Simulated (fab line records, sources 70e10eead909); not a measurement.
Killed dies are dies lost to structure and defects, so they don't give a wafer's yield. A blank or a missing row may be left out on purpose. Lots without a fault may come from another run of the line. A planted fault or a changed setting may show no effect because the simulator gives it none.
Problem report in the 8D (eight disciplines) form, filled by code | flow nand_harc | the parts of the form that need people (team, actions taken, sign-off) are left out

1. THE PROBLEM
run_length_s at NHARC_A_WL_FILL_ETCHBACK_17 reads a mean of 40.9 s on 6 wafers of 2 lots; wafers without a fault read 48.0 s with a standard deviation of 0.42. That is -17 standard deviations from the usual mean.
The step: etches the open film in Cl2/BCl3, target depth 4 nm, time 26.7 s.
First seen on wafer L669.3, day 17 07:55, on rie_metal-01. The record holds 39 wafers of 13 lots with a number at this step. Rule for "out", or "out of limits": more than 4 standard deviations from the usual mean. The other wafers with a number count as sound.

2. WHAT IT IS AND WHAT IT IS NOT
question                    | is                     | is not
which readings at this step | run_length_s           | drypump_motor_current_A, oes_product_au
which lots                  | L669, L672             | L661, L663, L664, L665, L666, L678, L679, L680, L682, L683, L684
which wafers of those lots  | all that have a number | -
read on which tools         | rie_metal-01           | rie_metal-02, rie_metal-03
when                        | from day 17 07:55      | up to then (15 sound wafers); but 18 sound wafers of L678, L679, L680, L682, L683, L684 came after

3. SUSPECTS, AND WHAT RULES EACH OUT
Counting: a tool at a process step up to the reading stays a suspect if it ran every lot that is out and no sound lot after the first of them.
- rtp_anneal-01 at NHARC_A_WL_FILL_RTA_01 (time 5 s): ruled out as a lasting fault. Sound lots L679, L682, L684 ran on it after its first lot that is out, L669 (day 16 14:44).
- rie_metal-01 at NHARC_A_WL_FILL_ETCHBACK_17 (etches the open film in Cl2/BCl3, target depth 4 nm, time 26.7 s): ruled out as a lasting fault. Sound lots L679, L682, L683 ran on it after its first lot that is out, L669 (day 17 07:55).
Left after counting: nothing in the record.

4. THE CAUSE (what the simulator had put in)
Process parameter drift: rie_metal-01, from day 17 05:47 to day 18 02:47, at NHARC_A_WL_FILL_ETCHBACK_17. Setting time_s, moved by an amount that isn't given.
Counting ruled it out, wrongly.

5. THE CHAIN OF EFFECTS, in route order
Each row: a reading whose mean over the struck wafers that have a number lies more than 3 standard deviations from the usual. Only readings for which the record gives a usual standard deviation are gone through. hours: the time from each lot's start at the first step in this table that gives one to its start at this step, as a median over the lots. sigmas: the change in usual standard deviations.
hours | step                        | reading      | usual  | on struck wafers | change | sigmas
0     | NHARC_A_WL_FILL_ETCHBACK_17 | run_length_s | 48.0 s | 40.9             | -7.1   | -17
The process steps in it:
- NHARC_A_WL_FILL_ETCHBACK_17: etches the open film in Cl2/BCl3, target depth 4 nm, time 26.7 s.

6. WHAT WOULD HAVE CAUGHT IT SOONER
In this record the first reading out of limits was taken at day 17 07:55, 2 hours after the fault began at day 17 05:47.
